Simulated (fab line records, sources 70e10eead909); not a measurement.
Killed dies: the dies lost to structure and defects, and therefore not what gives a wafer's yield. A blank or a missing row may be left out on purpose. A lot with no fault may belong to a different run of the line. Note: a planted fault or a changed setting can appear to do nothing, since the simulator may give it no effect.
Chamber matching -- flow nand_harc -- 4 sister chambers for NHARC_A_CONTACT_DESCUM_47 on rie_diel-11
The step chemistry O2, time 3 s. 4 wafers are shown with their chamber, then 12 later ones without.

WAFERS, EACH WITH ITS CHAMBER
wafer,chamber,showerhead_plenum_p_Torr (Torr)
L093.4,2,1.95
L093.3,3,2.00
L093.5,1,1.94
L093.6,0,1.87

WAFERS MISSING THEIR CHAMBER
wafer,showerhead_plenum_p_Torr (Torr)
L097.1,1.95
L097.5,2.00
L097.6,1.95
L097.2,1.86
L097.3,2.00
L097.4,1.94
L096.1,1.93
L096.4,2.00
L096.5,1.94
L096.2,1.94
L096.3,1.86
L096.6,1.94

THE CHAMBER EACH PASSED THROUGH
wafer,from the rows above,in truth
L097.1,2,2
L097.5,3,3
L097.6,2,2
L097.2,0,0
L097.3,3,3
L097.4,1,1
L096.1,1,1
L096.4,3,3
L096.5,1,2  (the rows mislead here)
L096.2,1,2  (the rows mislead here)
L096.3,0,0
L096.6,1,1
Correct placement for 10 of the 12. Can't be placed from these rows: 0. Placed wrongly: 2.
How it was worked out, from the rows above alone: a wafer's distance from a chamber is the root of the sum, over the readings, of the square of ((its reading less the chamber's mean) divided by the reading's scatter). If the next closest chamber is less than 2 further off than the closest, the wafer can't be placed; otherwise it belongs to the closest. For every chamber, the mean is computed from those of its wafers that are shown. The scatter: root of mean squared gap, hidden wafer to nearest shown wafer, with one shown wafer a chamber.
